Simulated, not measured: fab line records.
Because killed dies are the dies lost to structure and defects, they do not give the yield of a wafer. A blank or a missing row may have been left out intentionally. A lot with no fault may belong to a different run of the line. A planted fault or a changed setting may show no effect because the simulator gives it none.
Lot-split experiment + flow n5_finfet + 21 wafers read across 7 lots, on a route 1938 steps long

SPLIT DETAILS
At N5_BEOL_M8_TRENCH_ETCH_37 (etches SiCOH lowk in C4F6/O2, target depth 93.478 nm, time 31.2 s), the setting time_s was moved away from the recipe's 31.2 s on 6 of the 21 wafers read, by -15.4% to +18.6%. The other wafers ran this setting at the recipe's value.

FROM THE SPLIT TO THE READING: what the file shows between them, 11 steps
- N5_BEOL_M8_ETCH_41: etches SiCN in CH3F/O2, target depth 31.9 nm, time 57.8 s
- N5_BEOL_M8_STRIP_80: strips in N2/H2, time 10 s
- N5_BEOL_M8_OCD_MEAS_38
- N5_BEOL_M8_HM_STRIP_39: strips TiN in peroxide tin strip, target depth 25 nm, time 158 s
- N5_BEOL_M8_SRD_40: time 30 s
- N5_BEOL_M8_ECD_50: material Cu, target thk 300 nm
- N5_BEOL_M8_ANNEAL_51: time 90 s
- N5_BEOL_M8_CMP_52: polishes, stops on SiCOH lowk, t overpolish 6.9 s, target thk 80 nm
- N5_BEOL_M8_THK_MEAS_53: measures by xrf
- N5_BEOL_M8_PRE_CLEAN_55: time 15 s
- N5_BEOL_M8_DEP_56: deposits SiCN from 3MS/NH3, target thk 10 nm, time 17.5 s

THE READING
At N5_BEOL_M8_RS_MEAS_57, a four-point-probe measurement gives M8_RS in ohm/sq. Typical for fault-free wafers on this fab line: 0.293 ohm/sq, with standard deviation 0.011 ohm/sq.

| wafer  | tool, chamber at the split | time_s as run, s | against the recipe | M8_RS, ohm/sq | against lot-mates on the recipe |
|--------|----------------------------|------------------|--------------------|---------------|---------------------------------|
| L074.1 | rie_diel-04, 0             | 31.2             | recipe             | 0.296         | -                               |
| L074.4 | rie_diel-04, 3             | 31.2             | recipe             | 0.276         | -                               |
| L074.6 | rie_diel-04, 3             | 31.2             | recipe             | 0.273         | -                               |
| L079.1 | rie_diel-02, 1             | 28.08            | -10.0%             | 0.355         | +0.054                          |
| L079.2 | rie_diel-02, 0             | 28.08            | -10.0%             | 0.342         | +0.041                          |
| L079.3 | rie_diel-02, 2             | 31.2             | recipe             | 0.301         | -                               |
| L080.1 | rie_diel-06, 0             | 31.2             | recipe             | 0.296         | -                               |
| L080.2 | rie_diel-06, 1             | 31.2             | recipe             | 0.317         | -                               |
| L080.3 | rie_diel-06, 2             | 26.39            | -15.4%             | 0.392         | +0.086                          |
| L082.2 | rie_diel-02, 1             | 31.2             | recipe             | 0.291         | -                               |
| L082.3 | rie_diel-02, 3             | 31.2             | recipe             | 0.285         | -                               |
| L082.5 | rie_diel-02, 1             | 31.2             | recipe             | 0.314         | -                               |
| L085.1 | rie_diel-02, 3             | 31.2             | recipe             | 0.286         | -                               |
| L085.3 | rie_diel-02, 2             | 37               | +18.6%             | 0.232         | -0.054                          |
| L085.4 | rie_diel-02, 0             | 37               | +18.6%             | 0.235         | -0.051                          |
| L086.1 | rie_diel-02, 0             | 31.2             | recipe             | 0.319         | -                               |
| L086.5 | rie_diel-02, 3             | 31.2             | recipe             | 0.296         | -                               |
| L086.6 | rie_diel-02, 2             | 31.2             | recipe             | 0.293         | -                               |
| L089.4 | rie_diel-02, 1             | 31.2             | recipe             | 0.303         | -                               |
| L089.5 | rie_diel-02, 0             | 35.79            | +14.7%             | 0.256         | -0.046                          |
| L089.6 | rie_diel-02, 1             | 31.2             | recipe             | 0.301         | -                               |

FIT RESULTS
A straight line over all 21 wafers: M8_RS changes by -0.00411 ohm/sq for each +1% of time_s; r = -0.92; the points scatter about the line by 0.015 ohm/sq.
The same after taking each lot's own level away (the mean of its wafers on the recipe; 21 wafers): -0.00369 ohm/sq for each +1%; r = -0.93; scatter 0.012 ohm/sq.
Per that fit: largest time_s move, reading shift of 0.069 ohm/sq.
Across the lots, their own levels run from 0.2817 to 0.3065 ohm/sq, a range of 2.3 times the standard deviation given above.
Hence the slope depends on the lot-to-lot level, as the two fits are not the same.
Check: for one of the wafers moved furthest among these (+18.6%), held out of the fit, the line's prediction against its lot-mates is -0.0685 ohm/sq. Against them it came out at -0.054 ohm/sq.

OTHER SPLITS ON THESE WAFERS
Note: prior to the reading, these wafers also went through further splits. Each is held against what the fit with the lots' levels taken away leaves over:
| other split on the same wafers | wafers away from the commonest value | r with M8_RS (lot level and that fit taken away) |
|--------------------------------|--------------------------------------|--------------------------------------------------|
| N5_BEOL_M5_ETCH_41 source_w    | 6                                    | +0.37                                            |
| N5_BEOL_M6_COAT_22 spin_rpm    | 6                                    | -0.45                                            |
| N5_BEOL_M6_ETCH_66 bias_w      | 8                                    | -0.19                                            |

THE WHOLE CHAIN: every reading that the file lists as answering this split, in the file's order
| step                      | what it does                                                        | reading                                                                      | change (the file's fit)               | r (the file's) |
|---------------------------|---------------------------------------------------------------------|------------------------------------------------------------------------------|---------------------------------------|----------------|
| N5_BEOL_M8_TRENCH_ETCH_37 | etches SiCOH lowk in C4F6/O2, target depth 93.478 nm, time 31.2 s   | BEOL_M8.feature_depth_nm (the simulator's own value, which no gauge read)    | +0.851 nm for each +1% of the setting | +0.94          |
| N5_BEOL_M8_TRENCH_ETCH_37 | etches SiCOH lowk in C4F6/O2, target depth 93.478 nm, time 31.2 s   | etch.depth_nm (the simulator's own value, which no gauge read)               | +0.85 nm for each +1% of the setting  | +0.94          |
| N5_BEOL_M8_OCD_MEAS_38    |                                                                     | trench_depth_nm                                                              | +0.828 nm for each +1% of the setting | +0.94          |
| N5_BEOL_M8_CMP_52         | polishes, stops on SiCOH lowk, t overpolish 6.9 s, target thk 80 nm | Cu_of_BEOL_M8_ECD_50.thk_nm (the simulator's own value, which no gauge read) | +0.842 nm for each +1% of the setting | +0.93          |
| N5_BEOL_M8_THK_MEAS_53    | measures by xrf                                                     | M8_THK                                                                       | +0.851 for each +1% of the setting    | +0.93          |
| N5_BEOL_M8_RS_MEAS_57     | measures by four-point-probe                                        | M8_RS                                                                        | -0.00385 for each +1% of the setting  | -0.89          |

FILE'S OWN FIT
M8_RS changes by -0.00385 ohm/sq for each +1% of time_s, r = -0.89.
